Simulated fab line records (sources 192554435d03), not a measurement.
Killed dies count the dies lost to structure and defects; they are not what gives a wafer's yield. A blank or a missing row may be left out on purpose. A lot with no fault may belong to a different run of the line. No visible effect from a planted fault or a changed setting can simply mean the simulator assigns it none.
fab line records | flow n5_finfet
record: lots: 3 wafers: 9 last_day: 18
route steps=1938 shown GATE_CUT@465 BEOL_M4@1111
lots untouched by any fault: they come from a run of this same line in which no faults occurred
start_h: hours from the record's first day to the start of the lot's first wafer shown | wait_h: time in hours since the lot's previous step | " identical to the entry in the row above | L1.1+2: a single row standing in for several wafers | - no value, or no start was given | * or withheld: withheld | < > ~ a bound
route shown NAME@n: names a module that has steps shown in the file, with the first one's number in the route | usual: mean/standard deviation taken from wafers without a fault | same: alike in all rows | chamber/n: place in a boat | sites: readings site by site | _std_site: standard deviation across them | _edge_site: outer sites' mean less inner sites' | radius_mm: for every site, how far away it sits from the centre of the wafer | mask NAME#n: copy n | behind: the tool/chamber that last shaped the wafer | hold: cause of the lot's hold/its duration in hours/its outcome | device: transistor that didn't switch, given as n, p or np | end of line: the tests these same wafers got at the end of their route | where a step has no rows: the recipe by itself | killed: the dies lost at the first sort to structure and to defects; this is not the yield of the wafer | map: per-die view of a wafer (x killed, . not killed, _ where there is no die)
set.NAME: setting as actually run; set.NAME@STEP: the setting as run at that earlier step | model.NAME: the simulator's own value behind a step, which no gauge read
certain route steps with their lots: each step a table, each wafer a row
services: from which hour (start_h, from the record's first day; less than 0 if before it) a tool's chamber was out of use, for how many hours, and why
== steps ==
step: N5_GATE_CUT_ETCHBACK_00
recipe: chemistry: SF6/Cl2 target: W pressure_mtorr: 8 icp_w: 900 bias_w: 80 SF6_flow_sccm: 40 Cl2_flow_sccm: 60
step: N5_GATE_CUT_ETCH_56
recipe: chemistry: Cl2/Ar target: TiN target_depth_a: 216 pressure_mtorr: 10 icp_w: 600 bias_w: 60 Cl2_flow_sccm: 40 Ar_flow_sccm: 60
step: N5_GATE_CUT_ETCHBACK_30
recipe: chemistry: Cl2/Ar target: TiN target_depth_a: 30 mode: isotropic pressure_mtorr: 10 icp_w: 600 bias_w: 60 Cl2_flow_sccm: 40 Ar_flow_sccm: 60
step: N5_GATE_CUT_VAPOR_ETCH_60
recipe: chemistry: BCl3/Cl2 target: HfO2 mode: isotropic
step: N5_GATE_CUT_ETCH_58
recipe: chemistry: CH3F/O2 target: SiNx target_depth_a: 170 time_s: 128.6 ion_energy_ev: 50 pressure_mtorr: 30 source_w: 415 bias_w: 21 Ar_flow_sccm: 150 CH3F_flow_sccm: 30 O2_flow_sccm: 20
step: N5_GATE_CUT_STRIP_59
recipe: chemistry: N2/H2 time_s: 20 power_w: 100 temp_c: 40 pressure_mtorr: 100 rf_frequency_hz: 6e+07 bias_power_w: 3 n2_flow_sccm: 300 h2_flow_sccm: 300
step: N5_GATE_CUT_PRECLEAN_31
recipe: temp_c: 23 chemistry: DIW time_s: 300
step: N5_GATE_CUT_SRD_32
recipe: time_s: 30 temp_c: 23 rinse_liquid: diw dry: ipa_marangoni
step: N5_GATE_CUT_SAC_CAP_01
recipe: material: SiNx target_thk_a: 240 temp_c: 400 ald_precursor_family: SiH2I2 ald_co_reactant: N2/H2-plasma pulse_time_s: 1 ald_cycles: 480 purge_time_s: 2 co_reactant_purge_time_s: 2 pressure_torr: 2
step: N5_GATE_CUT_PECVD_57
recipe: material: SiNx target_thk_a: 210 temp_c: 400 precursor: SiH4/NH3/N2 pressure_torr: 1.5 rf_w: 300
step: N5_GATE_CUT_CMP_02
recipe: stop_on: SiO2 t_overpolish_s: 12.7 post_cmp_clean: alkaline_brush down_force_psi: 2.5 platen_rpm: 51.8 pad_velocity_m_s: 1.0307 target_thk_nm: 0
step: N5_GATE_CUT_HM_DEP_46
recipe: material: SiO2 target_thk_a: 1300 temp_c: 400 precursor: TEOS/O2 pressure_torr: 6.5 rf_w: 900 teos_flow_sccm: 161.4 gas: O2 flow_sccm: 2650 time_s: 26.6
usual: heater_power_w: 608/120 showerhead_plenum_p_Torr: 8.37/0.038 showerhead_vpp_V: 1907/79 throttle_valve_pct: 19.2/0.8
columns lot.wafer tool chamber start_h wait_h heater_power_w showerhead_plenum_p_Torr showerhead_vpp_V throttle_valve_pct model.SiO2_of_GATE_CUT_HM_DEP_46.thk_nm
L873.2 pecvd-01 0 135.94 0.0 672 8.38 1829 19.5 122.2
L873.4 " 1 " " 498 8.35 1926 21.0 129.4
L873.6 " 0 " " 688 8.38 1847 19.2 130.8
L879.1 pecvd-02 1 173.96 0.0 617 8.34 1810 18.1 128.8
L879.5 " 0 " " 518 8.32 2058 18.6 132.8
L879.6 " 2 " " 521 8.35 1840 19.0 130
L885.1 pecvd-01 2 210.93 0.0 864 8.43 1939 19.3 129.6
L885.3 " 0 " " 732 8.39 1860 19.6 129.8
L885.4 " 1 " " 466 8.33 1971 20.8 130.4
step: N5_GATE_CUT_COAT_34
recipe: resist: SOC temp_c: 250 time_s: 60 spin_rpm: 1500 resist_thk_nm: 60
step: N5_GATE_CUT_COAT_35
recipe: resist: SiARC temp_c: 220 time_s: 60 spin_rpm: 1500 resist_thk_nm: 10
step: N5_GATE_CUT_COAT_27
recipe: resist: underlayer temp_c: 205 time_s: 60 spin_rpm: 1500 resist_thk_nm: 10
step: N5_GATE_CUT_COAT_07
recipe: resist: CAR-EUV spin_rpm: 1500 resist_thk_nm: 30
step: N5_GATE_CUT_EBR_09
recipe: solvent: PGMEA ebr_width_mm: 1.5
step: N5_GATE_CUT_SOFTBAKE_08
recipe: temp_c: 110 time_s: 60 resist: CAR-EUV
step: N5_GATE_CUT_EXPOSE_10
recipe: mask_id: GATE_CUT na: 0.33 source_shape: annular sigma_inner: 0.35 sigma_outer: 0.8 polarization: unpolarized target_cd_nm: 20 dose_mj: 43.25
step: N5_GATE_CUT_PEB_11
recipe: peb_temp_c: 100 peb_time_s: 60 resist: CAR-EUV
step: N5_GATE_CUT_DEVELOP_12
recipe: develop_time_s: 30 developer: TMAH resist: CAR-EUV rinse_liquid: surfactant_rinse dry: air_spin dev_temp_c: 23
step: N5_GATE_CUT_DESCUM_18
recipe: chemistry: O2 time_s: 7 source_power_w: 50 bias_power_w: 20 pressure_mtorr: 20 rf_frequency_hz: 2.712e+07 temp_c: 40 resist: CAR-EUV o2_flow_sccm: 225
step: N5_GATE_CUT_ETCH_28
recipe: chemistry: N2/H2 target: underlayer target_depth_a: 130 mask_material: CAR-EUV time_s: 10.4 ion_energy_ev: 200 pressure_mtorr: 30 source_w: 840 bias_w: 150 n2_flow_sccm: 200 h2_flow_sccm: 200 ends: cleared
step: N5_GATE_CUT_ETCH_36
recipe: chemistry: CF4 target: SiARC target_depth_a: 130 mask_material: CAR-EUV time_s: 21.7 ion_energy_ev: 80 pressure_mtorr: 40 source_w: 545 bias_w: 36 Ar_flow_sccm: 100 cf4_flow_sccm: 100 ends: cleared
step: N5_GATE_CUT_ETCH_37
recipe: chemistry: N2/H2 target: SOC target_depth_a: 600 overetch_a: 120 mask_material: SiARC temp_c: 40 time_s: 90 ion_energy_ev: 200 pressure_mtorr: 30 source_w: 840 bias_w: 150 n2_flow_sccm: 200 h2_flow_sccm: 200
step: N5_GATE_CUT_STRIP_38
recipe: chemistry: N2/H2 temp_c: 40 n2_flow_sccm: 200 h2_flow_sccm: 200 rf_frequency_hz: 6e+07
step: N5_GATE_CUT_STRIP_39
recipe: chemistry: N2/H2 temp_c: 40 n2_flow_sccm: 200 h2_flow_sccm: 200 rf_frequency_hz: 6e+07
step: N5_GATE_CUT_HM_OPEN_40
recipe: chemistry: C4F6/O2 target: SiO2 mask_material: SiARC target_depth_a: 1390 time_s: 85.1 ion_energy_ev: 250 pressure_mtorr: 30 source_w: 345 bias_w: 185 Ar_flow_sccm: 300 C4F6_flow_sccm: 10 O2_flow_sccm: 10 ends: cleared
usual: drypump_motor_current_A: 5.7/0.6 etch_rf_on_time_s: 93.3/1.8 oes_product_au: 0.75/0.087 rf_vpp_V: 669/6 showerhead_plenum_p_Torr: 2.86/0.095 throttle_valve_pct: 20.93/0.18
columns lot.wafer tool chamber start_h wait_h drypump_motor_current_A etch_rf_on_time_s oes_product_au rf_hours_counter_h rf_vpp_V showerhead_plenum_p_Torr throttle_valve_pct model.etch.depth_nm model.SOC_of_GATE_CUT_COAT_34.thk_nm
L873.2 rie_diel-04 3 136.56 0.0 5.8 87.7 0.83 18 674 2.90 20.70 122.3 34.4
L873.4 " 2 " " 6.2 94.3 0.70 120 674 2.76 21.11 129.4 32.6
L873.6 " 0 " " 5.3 93.1 0.91 - 671 3.03 20.71 130.7 32.2
L879.1 rie_diel-04 2 174.83 0.0 6.2 92.3 0.70 131 672 2.76 21.11 128.9 32.8
L879.5 " 1 " " 5.9 93.9 0.70 - 668 2.97 21.05 132.7 32
L879.6 " 2 " " 6.2 94.1 0.70 - 673 2.76 21.11 130 32.6
L885.1 rie_diel-04 0 211.55 0.0 5.3 93.2 0.83 26 671 3.02 20.76 129.6 32.8
L885.3 " 2 " " 6.2 94.4 0.68 142 673 2.75 21.13 129.8 32.8
L885.4 " 1 " " 5.9 92.8 0.69 156 669 2.97 21.07 130.4 32.4
step: N5_GATE_CUT_STRIP_41
recipe: chemistry: CF4 resist: SiARC power_w: 300 bias_power_w: 75 pressure_mtorr: 50 cf4_flow_sccm: 150 rf_frequency_hz: 6e+07
step: N5_GATE_CUT_STRIP_42
recipe: chemistry: O2 power_w: 400 temp_c: 40 pressure_mtorr: 30 rf_frequency_hz: 6e+07 bias_power_w: 0 overash_fraction: 0.3 o2_flow_sccm: 225
step: N5_GATE_CUT_ETCH_19
recipe: chemistry: CH3F/O2 target: SiNx mask_material: SiO2 target_depth_a: 537 time_s: 76.7 pressure_mtorr: 30 source_w: 395 bias_w: 73 Ar_flow_sccm: 150 CH3F_flow_sccm: 30 O2_flow_sccm: 20 ion_energy_ev: 120 ends: cleared
step: N5_GATE_CUT_CUT_ETCH_53
recipe: chemistry: SF6/Cl2 target: W mask_material: SiO2 target_depth_a: 792 pressure_mtorr: 8 icp_w: 900 bias_w: 80 SF6_flow_sccm: 40 Cl2_flow_sccm: 60 ends: cleared
step: N5_GATE_CUT_CUT_ETCH_54
recipe: chemistry: Cl2/BCl3 target: TiN mask_material: SiO2 target_depth_a: 967 pressure_mtorr: 10 icp_w: 1000 bias_w: 126 Cl2_flow_sccm: 53.25 bcl3_flow_sccm: 21.75 Ar_flow_sccm: 25 ends: cleared
step: N5_GATE_CUT_CUT_ETCH_55
recipe: chemistry: BCl3 target: HfO2 mask_material: SiO2 target_depth_a: 32 ion_energy_ev: 30 pressure_mtorr: 5 icp_w: 450 bias_w: 18 bcl3_flow_sccm: 80
step: N5_GATE_CUT_ETCH_47
recipe: chemistry: Cl2/BCl3 target: SiO2 target_depth_a: 100 pressure_mtorr: 10 icp_w: 1000 bias_w: 126 Cl2_flow_sccm: 53.25 bcl3_flow_sccm: 21.75 Ar_flow_sccm: 25
step: N5_GATE_CUT_VAPOR_ETCH_48
recipe: chemistry: BCl3/Cl2 target: TiN mode: isotropic
step: N5_GATE_CUT_VAPOR_ETCH_49
recipe: chemistry: BCl3/Cl2 target: TiAlC mode: isotropic
step: N5_GATE_CUT_VAPOR_ETCH_51
recipe: chemistry: BCl3/Cl2 target: HfO2 mode: isotropic
step: N5_GATE_CUT_THK_MEAS_24
recipe: reads: SiO2_of_GATE_CUT_HM_DEP_46+SiO2_flowable_of_ILD0_FCVD_FILL_01
usual: GC_FILL_THK: 220.1/1.7
columns lot.wafer tool chamber start_h wait_h GC_FILL_THK[nm]
L873.2 film_metro-01 - 139.02 - 213.7
L873.4 " - " " 219.3
L873.6 " - " " 221.7
L879.1 film_metro-02 - 177.56 - 220.1
L879.5 " - " " 223.3
L879.6 " - " " 220.7
L885.1 film_metro-02 - 214.02 - 219.6
L885.3 " - " " 219.1
L885.4 " - " " 219.2
step: N5_GATE_CUT_CMP_43
recipe: material: SiO2 post_cmp_clean: rinse_only
usual: motor_current_A: 12.3/0.92
columns lot.wafer tool chamber start_h wait_h motor_current_A model.SiO2_of_GATE_CUT_HM_DEP_46.thk_nm
L873.2 cmp-02 3 139.13 0.1 12.3 4.6
L873.4 " 1 " " 12.2 5
L873.6 " 3 " " 12.5 5
L879.1 cmp-01 0 177.75 0.2 12.3 5
L879.5 " 2 " " 11.0 5.2
L879.6 " 3 " " 13.3 5
L885.4 cmp-04 2 214.13 0.1 10.6 5
L885.1 " 3 " " 13.1 5
L885.3 " 0 " " 13.4 5
step: N5_BEOL_M4_RC_MEAS_101
usual: DIBL_N: 36.4/1.4 DIBL_P: 36.4/1.5 IOFF_N: 0.156/0.022 IOFF_P: 0.210/0.023 ION_N: 675/9.1 ION_P: 463/5.7 SS_N: 71.6/0.45 SS_P: 73.3/0.56 VT_N: 250/3.1 VT_P: -250.3/2.3
columns lot.wafer tool chamber start_h wait_h DIBL_N[mV/V] DIBL_P[mV/V] IOFF_N[nA/um] IOFF_P[nA/um] ION_N[uA/um] ION_P[uA/um] SS_N[mV/dec] SS_P[mV/dec] VT_N[mV] VT_P[mV]
L873.2 prober-01 0 249.31 0.2 35.5 35.9 0.131 0.182 667 459 71.7 72.6 256 -250.9
L873.4 " 0 " " 35.2 36.1 0.131 0.184 666 454 71.9 72.8 258 -252.4
L873.6 " 0 " " 35.7 36.6 0.135 0.188 669 458 71.7 72.8 255 -252.5
L879.1 prober-01 0 280.13 0.0 36.7 35.5 0.161 0.218 686 464 71.5 72.3 249 -247.8
L879.5 " 0 " " 37.9 36.2 0.184 0.224 684 465 71.9 72.6 247 -251.5
L879.6 " 0 " " 37.6 36.7 0.178 0.236 695 468 71.3 73.4 246 -247.0
L885.1 prober-01 0 317.48 0.0 39.6 39.2 0.214 0.253 692 468 72.1 74.1 246 -248.8
L885.3 " 0 " " 38.3 38.4 0.193 0.231 689 468 71.8 73.4 247 -248.4
L885.4 " 0 " " 37.3 36.2 0.175 0.206 678 461 71.2 73.4 248 -250.1
== services ==
columns tool chamber start_h hours kind
cmp-04 - 118.72 4.0 pm
cmp-04 - 122.72 - consumable_replace:conditioner
cmp-04 - 122.72 - consumable_replace:pad
cmp-02 - 124.05 1.7 repair
pecvd-02 - 149.75 5.7 repair
cmp-02 - 152.69 6.7 pm
cmp-02 - 161.78 1.0 repair
pecvd-01 0 174.52 5.0 scheduled_down
cmp-02 - 178.59 2.0 repair
pecvd-01 1 179.52 2.1 scheduled_down
cmp-02 - 187.59 1.3 repair
cmp-04 - 199.95 6.6 pm
pecvd-02 2 202.38 - clean
pecvd-02 2 202.38 - consumable_replace:showerhead
pecvd-02 2 202.38 29.0 scheduled_down
pecvd-02 2 202.38 29.0 vent_cycle
== key ==
first_sign: step: N5_GATE_CUT_HM_OPEN_40 reading: etch_rf_on_time_s direction: down sigmas: 3.1 usual: * struck: *
effect: step: N5_GATE_CUT_THK_MEAS_24 reading: GC_FILL_THK direction: down sigmas: 3.7 usual: 220.1 struck: 213.7
model_effect: step: N5_GATE_CUT_HM_DEP_46 value: SiO2_of_GATE_CUT_HM_DEP_46.thk_nm without: 128 struck: 122.2
model_effect: step: N5_GATE_CUT_HM_OPEN_40 value: etch.depth_nm without: 127.9 struck: 122.3
model_effect: step: N5_GATE_CUT_CMP_43 value: SiO2_of_GATE_CUT_HM_DEP_46.thk_nm without: 5 struck: 4.6
met_at N5_GATE_CUT_HM_DEP_46
struck_wafers L873.2
fault: kind: process_parameter_drift tool: pecvd-01 chamber: - onset_h: 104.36 steps: N5_GATE_CUT_HM_DEP_46 channel: time_s offset: * shape: step end_h: 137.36 scope: struck_wafers_only acts_in: * stated: *
